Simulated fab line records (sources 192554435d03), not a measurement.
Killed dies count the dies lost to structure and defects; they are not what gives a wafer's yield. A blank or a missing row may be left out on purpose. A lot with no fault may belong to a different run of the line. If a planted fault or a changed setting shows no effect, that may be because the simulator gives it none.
Chamber matching + flow n5 finfet + N5_BEOL_M0_SAQP_MANDREL_ETCH_103 on rie si-01: 4 sister chambers
The step etches a-Si in HBr/Cl2, stops on SiCN, target depth 45 nm, bt time 10 s, time 27 s. 33 wafers are shown with their chamber, then 12 later ones without.

## WAFERS WITH THEIR CHAMBER
| wafer  | chamber | drypump motor current A (A) | throttle valve pct (%) | oes product au (a.u.) |
|--------|---------|-----------------------------|------------------------|-----------------------|
| L074.2 | 0       | 5.0                         | 35.23                  | 0.705                 |
| L074.3 | 2       | 5.5                         | 35.42                  | 0.682                 |
| L074.6 | 0       | 5.0                         | 35.25                  | 0.704                 |
| L075.3 | 3       | 6.1                         | 35.41                  | 0.658                 |
| L075.4 | 0       | 5.0                         | 35.27                  | 0.690                 |
| L075.6 | 3       | 6.1                         | 35.38                  | 0.673                 |
| L076.2 | 2       | 5.4                         | 35.36                  | 0.690                 |
| L076.4 | 2       | 5.5                         | 35.35                  | 0.709                 |
| L076.6 | 0       | 5.0                         | 35.25                  | 0.711                 |
| L077.2 | 3       | 6.0                         | 35.39                  | 0.670                 |
| L077.4 | 1       | 5.6                         | 35.45                  | 0.693                 |
| L077.6 | 2       | 5.5                         | 35.38                  | 0.690                 |
| L078.3 | 3       | 6.0                         | 35.40                  | 0.672                 |
| L078.4 | 0       | 5.0                         | 35.27                  | 0.702                 |
| L078.5 | 3       | 6.0                         | 35.35                  | 0.682                 |
| L079.1 | 0       | 5.0                         | 35.27                  | 0.685                 |
| L079.3 | 3       | 6.0                         | 35.38                  | 0.670                 |
| L079.5 | 3       | 6.0                         | 35.37                  | 0.679                 |
| L080.3 | 1       | 5.6                         | 35.45                  | 0.686                 |
| L080.4 | 2       | 5.5                         | 35.39                  | 0.692                 |
| L080.5 | 3       | 6.0                         | 35.38                  | 0.671                 |
| L082.2 | 1       | 5.6                         | 35.44                  | 0.684                 |
| L082.3 | 0       | 5.0                         | 35.28                  | 0.706                 |
| L082.6 | 0       | 5.0                         | 35.25                  | 0.696                 |
| L083.1 | 0       | 5.0                         | 35.28                  | 0.701                 |
| L083.3 | 1       | 5.6                         | 35.45                  | 0.683                 |
| L083.6 | 0       | 5.0                         | 35.25                  | 0.708                 |
| L084.4 | 1       | 5.6                         | 35.43                  | 0.692                 |
| L084.5 | 2       | 5.5                         | 35.37                  | 0.700                 |
| L084.6 | 1       | 5.6                         | 35.43                  | 0.687                 |
| L086.3 | 0       | 5.0                         | 35.25                  | 0.707                 |
| L086.4 | 2       | 5.5                         | 35.36                  | 0.695                 |
| L086.5 | 2       | 5.5                         | 35.39                  | 0.693                 |

SIGNATURES (means of the wafers above)
| reading                 | chamber 0 | chamber 1 | chamber 2 | chamber 3 | scatter within a chamber |
|-------------------------|-----------|-----------|-----------|-----------|--------------------------|
| drypump motor current A | 5.000     | 5.600     | 5.487     | 6.025     | 0.0286                   |
| throttle valve pct      | 35.2591   | 35.4417   | 35.3775   | 35.3825   | 0.0175                   |
| oes product au          | 0.70136   | 0.68750   | 0.69388   | 0.67188   | 0.00724                  |
Rule: a wafer lies at a distance from a chamber equal to the root of the sum of squares, over the readings, of (its reading less the chamber's mean, divided by the reading's scatter). The wafer belongs to the nearest chamber; if the next one is less than 2 further off, it can't be placed. The scatter is the square root of a quotient: the sum, over the shown wafers, of each reading's squared deviation from its chamber's mean, divided by wafers minus chambers.

## WAFERS MISSING THEIR CHAMBER
| wafer  | drypump motor current A (A) | throttle valve pct (%) | oes product au (a.u.) |
|--------|-----------------------------|------------------------|-----------------------|
| L089.1 | 5.6                         | 35.45                  | 0.683                 |
| L089.4 | 5.5                         | 35.39                  | 0.693                 |
| L089.6 | 5.6                         | 35.44                  | 0.701                 |
| L093.1 | 5.4                         | 35.13                  | 0.680                 |
| L093.3 | 5.0                         | 35.27                  | 0.704                 |
| L093.5 | 5.6                         | 35.45                  | 0.685                 |
| L097.4 | 5.0                         | 35.25                  | 0.707                 |
| L097.5 | 5.6                         | 35.41                  | 0.695                 |
| L097.6 | 5.0                         | 35.26                  | 0.704                 |
| L096.2 | 5.5                         | 35.13                  | 0.689                 |
| L096.3 | 5.0                         | 35.26                  | 0.711                 |
| L096.5 | 5.0                         | 35.25                  | 0.711                 |

## EACH ONE'S CHAMBER
| wafer  | from the rows above     | in truth |
|--------|-------------------------|----------|
| L089.1 | 1                       | 1        |
| L089.4 | 2                       | 2        |
| L089.6 | 1                       | 1        |
| L093.1 | can't be placed: 2 or 0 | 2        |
| L093.3 | 0                       | 0        |
| L093.5 | 1                       | 1        |
| L097.4 | 0                       | 0        |
| L097.5 | 1                       | 1        |
| L097.6 | 0                       | 0        |
| L096.2 | 2                       | 2        |
| L096.3 | 0                       | 0        |
| L096.5 | 0                       | 0        |
Placed correctly: 11 of 12. Cannot be placed on the basis of these rows: 1; the candidates contain the true chamber in 1. 0 placed wrongly.
